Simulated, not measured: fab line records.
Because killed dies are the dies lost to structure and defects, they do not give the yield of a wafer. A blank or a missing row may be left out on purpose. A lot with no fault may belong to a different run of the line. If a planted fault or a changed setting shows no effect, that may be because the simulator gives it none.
The tool behind it: which one? | flow n5-finfet | Sampling: 11 lots, 33 wafers, 5 of 1938 route steps

WHAT THE GAUGES READ, wafer by wafer
The record holds no reading of a measuring or inspecting step that can be judged against a usual standard deviation.

WHICH TOOL RAN EACH LOT (tool, then ch and the chambers of the sampled wafers, then the start)
lot  | N5_BEOL_M15_STRIP_62                          | N5_BEOL_M15_SPUTTER_43       | N5_BEOL_M15_ANNEAL_48            | N5_BEOL_M15_CMP_49            | N5_PASSIVATION_PROBE_49
L617 | rie-diel-03 ch 1,2,3, day 12 10:27 or earlier | pvd-sputter-03, day 12 10:27 | rtp-anneal-01 ch 0, day 12 11:01 | cmp-03 ch 0,1,2, day 12 11:18 | -
L619 | rie-diel-04 ch 0,1,3, day 12 18:45 or earlier | pvd-sputter-01, day 12 18:45 | rtp-anneal-01 ch 0, day 12 19:19 | cmp-04 ch 1,3, day 12 19:34   | prober-01, day 13 10:38
L621 | rie-diel-04 ch 2,3, day 13 05:31 or earlier   | pvd-sputter-03, day 13 05:31 | rtp-anneal-02 ch 0, day 13 06:07 | cmp-03 ch 0,1,2, day 13 06:22 | -
L623 | rie-diel-03 ch 0,2,3, day 13 19:19 or earlier | pvd-sputter-01, day 13 19:19 | rtp-anneal-01 ch 0, day 13 19:56 | cmp-04 ch 0,2, day 13 20:11   | -
L624 | rie-diel-06 ch 0,1,2, day 14 04:10 or earlier | pvd-sputter-03, day 14 04:10 | rtp-anneal-01 ch 0, day 14 04:43 | cmp-04 ch 2,3, day 14 04:59   | -
L629 | rie-diel-04 ch 0,3, day 14 11:29 or earlier   | pvd-sputter-02, day 14 11:29 | rtp-anneal-02 ch 0, day 14 12:05 | cmp-03 ch 1,3, day 14 12:18   | -
L628 | rie-diel-03 ch 0,2,3, day 15 17:29 or earlier | pvd-sputter-01, day 15 17:29 | rtp-anneal-02 ch 0, day 15 18:08 | cmp-03 ch 1,2, day 15 18:18   | prober-02, day 16 10:27
L633 | rie-diel-04 ch 1,2,3, day 15 18:41 or earlier | pvd-sputter-01, day 15 18:41 | rtp-anneal-02 ch 0, day 15 19:13 | cmp-03 ch 1,2,3, day 15 19:31 | -
L634 | rie-diel-04 ch 0,2,3, day 16 01:21 or earlier | pvd-sputter-01, day 16 01:21 | rtp-anneal-01 ch 0, day 16 01:55 | cmp-03 ch 0,3, day 16 02:13   | -
L640 | rie-diel-06 ch 0,1,3, day 17 19:24 or earlier | pvd-sputter-01, day 17 19:24 | rtp-anneal-01 ch 0, day 17 20:04 | cmp-03 ch 0,1,3, day 17 20:20 | -
L639 | rie-diel-06 ch 0,3, day 18 04:54 or earlier   | pvd-sputter-03, day 18 04:54 | rtp-anneal-01 ch 0, day 18 05:28 | cmp-02 ch 0,2, day 18 05:46   | -
- N5_BEOL_M15_STRIP_62: strips in O2.
- N5_BEOL_M15_SPUTTER_43: material TaN, target thk 15 nm, time 24.19 s.
- N5_BEOL_M15_ANNEAL_48: time 90 s.
- N5_BEOL_M15_CMP_49: polishes, stops on SiO2, t overpolish 4.9 s, target thk 850 nm.
- N5_PASSIVATION_PROBE_49

AS READ BY THE TOOLS THEMSELVES (means over the sampled wafers that have a number; for cases with no such wafer, the mark the record gives instead)
N5_BEOL_M15_STRIP_62. Usual: drypump-motor-current-A 5.8 A, standard deviation 0.35; oes-product-au 0.81 a.u., standard deviation 0.09; rf-vpp-V 3.6 V, standard deviation 0.51; showerhead-plenum-p-Torr 2.10 Torr, standard deviation 0.078; throttle-valve-pct 16.65 %, standard deviation 0.26.
lot  | tool        | drypump-motor-current-A (A) | oes-product-au (a.u.) | rf-vpp-V (V) | showerhead-plenum-p-Torr (Torr) | throttle-valve-pct (%) | flag
L617 | rie-diel-03 | 5.9                         | 0.79                  | 3.5          | 2.08                            | 16.72                  |
L619 | rie-diel-04 | 5.7                         | 0.79                  | 3.5          | 2.14                            | 16.58                  |
L621 | rie-diel-04 | 5.8                         | 0.85                  | 3.4          | 2.19                            | 16.60                  |
L623 | rie-diel-03 | 5.8                         | 0.85                  | 3.6          | 2.11                            | 16.58                  |
L624 | rie-diel-06 | 5.6                         | 0.70                  | 4.0          | 2.04                            | 17.03                  |
L629 | rie-diel-04 | 5.7                         | 0.82                  | 4.2          | 2.15                            | 16.50                  |
L628 | rie-diel-03 | 5.8                         | 0.83                  | 3.9          | 2.10                            | 16.62                  |
L633 | rie-diel-04 | 5.8                         | 0.78                  | 3.4          | 2.17                            | 16.73                  |
L634 | rie-diel-04 | 5.8                         | 0.83                  | 3.9          | 2.13                            | 16.53                  |
L640 | rie-diel-06 | 5.9                         | 0.84                  | 4.1          | 2.12                            | 16.63                  |
L639 | rie-diel-06 | 6.1                         | 0.91                  | 4.4          | 2.21                            | 16.34                  |

N5_BEOL_M15_SPUTTER_43. Usual: substrate-temp-c 50.00 C, standard deviation 0.12; throttle-valve-pct 30.4 %, standard deviation 1.1.
lot  | tool           | substrate-temp-c (C) | throttle-valve-pct (%) | flag
L617 | pvd-sputter-03 | 49.98                | 30.8                   |
L619 | pvd-sputter-01 | 50.00                | 31.0                   |
L621 | pvd-sputter-03 | 50.06                | 29.9                   |
L623 | pvd-sputter-01 | 49.97                | 30.5                   |
L624 | pvd-sputter-03 | 49.95                | 29.5                   |
L629 | pvd-sputter-02 | 50.00                | 31.2                   |
L628 | pvd-sputter-01 | 49.92                | 30.3                   |
L633 | pvd-sputter-01 | 49.92                | 29.7                   |
L634 | pvd-sputter-01 | 50.00                | 30.0                   |
L640 | pvd-sputter-01 | 49.99                | 30.3                   |
L639 | pvd-sputter-03 | 50.07                | 29.4                   |

N5_BEOL_M15_ANNEAL_48. Usual: 225.95 for wafer_temp_C_max, sd 0.28.
lot  | tool          | wafer_temp_C_max | flag
L617 | rtp-anneal-01 | 226.31           |
L619 | rtp-anneal-01 | 226.12           |
L621 | rtp-anneal-02 | 225.58           |
L623 | rtp-anneal-01 | 226.03           |
L624 | rtp-anneal-01 | 226.25           |
L629 | rtp-anneal-02 | 225.62           |
L628 | rtp-anneal-02 | 228.84           | OFF
L633 | rtp-anneal-02 | 228.97           | OFF
L634 | rtp-anneal-01 | 226.11           |
L640 | rtp-anneal-01 | 226.08           |
L639 | rtp-anneal-01 | 225.90           |

N5_BEOL_M15_CMP_49. Usual: barrier-field-endpoint-s 11.25 s, standard deviation 0.21; clearing-platen-rpm 80.00 rpm, standard deviation 0.037; motor-current-A 7.9 A, standard deviation 1; overpolish-run-s 4.900 s, standard deviation 0.0082; pad-life-wafers 1304, standard deviation 630.
lot  | tool   | barrier-field-endpoint-s (s) | clearing-platen-rpm (rpm) | motor-current-A (A) | overpolish-run-s (s) | pad-life-wafers | flag
L617 | cmp-03 | 11.07                        | 79.98                     | 7.9                 | 4.903                | 1190            |
L619 | cmp-04 | 11.26                        | 80.00                     | 7.3                 | 4.895                | 1771            |
L621 | cmp-03 | 11.36                        | 80.02                     | 8.2                 | 4.897                | 1370            |
L623 | cmp-04 | 11.16                        | 79.99                     | 6.3                 | 4.905                | 1958            |
L624 | cmp-04 | 10.87                        | 80.02                     | 6.9                 | 4.913                | 2028            |
L629 | cmp-03 | 11.17                        | 80.01                     | 7.9                 | 4.901                | 1579            |
L628 | cmp-03 | 11.21                        | 79.96                     | 7.7                 | 4.898                | 1866            |
L633 | cmp-03 | 11.09                        | 79.99                     | 8.1                 | 4.904                | 1874            |
L634 | cmp-03 | 11.47                        | 79.98                     | 8.6                 | 4.905                | 1940            |
L640 | cmp-03 | 11.29                        | 80.01                     | 8.3                 | 4.900                | 153             |
L639 | cmp-02 | 11.28                        | 80.00                     | 8.6                 | 4.901                | 1634            |

N5_PASSIVATION_PROBE_49. Usual: defect-limited-yield 91.6 %, standard deviation 1.4; killed_at_M0_to_M3 33, standard deviation 9.7; killed_at_M4_up 13, standard deviation 5.4; killed-at-contacts 13, standard deviation 6.6; killed-at-front-end 36, standard deviation 11; killed-at-other 3.9, standard deviation 3; killed-dies 99, standard deviation 16; killed-open 66, standard deviation 12; killed-short 32, standard deviation 7.9; sort_bin_5_function 4.9 %, standard deviation 0.9; sort_bin_6_memory 3.2 %, standard deviation 0.67; sort-n-pass 1081, standard deviation 16; sort-yield-pct 91.6 %, standard deviation 1.4.
lot  | tool      | defect-limited-yield (%) | killed_at_M0_to_M3 | killed_at_M4_up | killed-at-contacts | killed-at-front-end | killed-at-other | killed-dies | killed-open | killed-short | sort_bin_5_function (%) | sort_bin_6_memory (%) | sort-n-pass | sort-yield-pct (%) | flag
L619 | prober-01 | 90.4                     | 47                 | 11              | 14                 | 39                  | 2.7             | 114         | 76          | 35           | 5.0                     | 4.0                   | 1066        | 90.4               |
L628 | prober-02 | 93.5                     | 27                 | 14              | 8                  | 22                  | 5.7             | 77          | 45          | 31           | 3.5                     | 2.7                   | 1103        | 93.5               |

THE ANSWER, worked out from the rows above alone
Rule: a lot is off if the mean of its wafers that have a number lies more than 3 standard deviations from the usual mean. A lot without any number at a reading at which 4 lots or more have one is off too. Where the step has rows for the other lots, those lots are counted as sound. First the gauges in route order, then the tools' own readings, where a lot's mean is used as printed above. At the first step where some lot is off, the reading lying furthest off is the one used; lots without a number count as furthest.
Off: L628, L633, at N5_BEOL_M15_ANNEAL_48 (wafer_temp_C_max).
A tool fits if, at that step or a process step before it, it ran every lot that is off, and no sound lot after the first of them. Because N5_BEOL_M15_STRIP_62 lacks a start for some lots, the hours and order of its lots are taken from N5_BEOL_M15_SPUTTER_43. One fits: N5_BEOL_M15_ANNEAL_48 on rtp-anneal-02. Its last sound lot is L629 (day 14 12:05), its first lot that is off L628 (day 15 18:08): a fault that began between those two fits.
On the lots that are off, the tool's own readings at N5_BEOL_M15_ANNEAL_48 differ by more than 5 times the standard deviation of the sound lots' means, which bears it out; wafer_temp_C_max reads 228.91 there versus 226.00 on the sound lots.

WHAT HAD BEEN PUT IN BY THE SIMULATOR
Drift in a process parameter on rtp-anneal-02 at N5_BEOL_M15_ANNEAL_48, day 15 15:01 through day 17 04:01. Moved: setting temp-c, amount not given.
Shown lots that were struck: L628, L633. The rule given above showed the same thing.
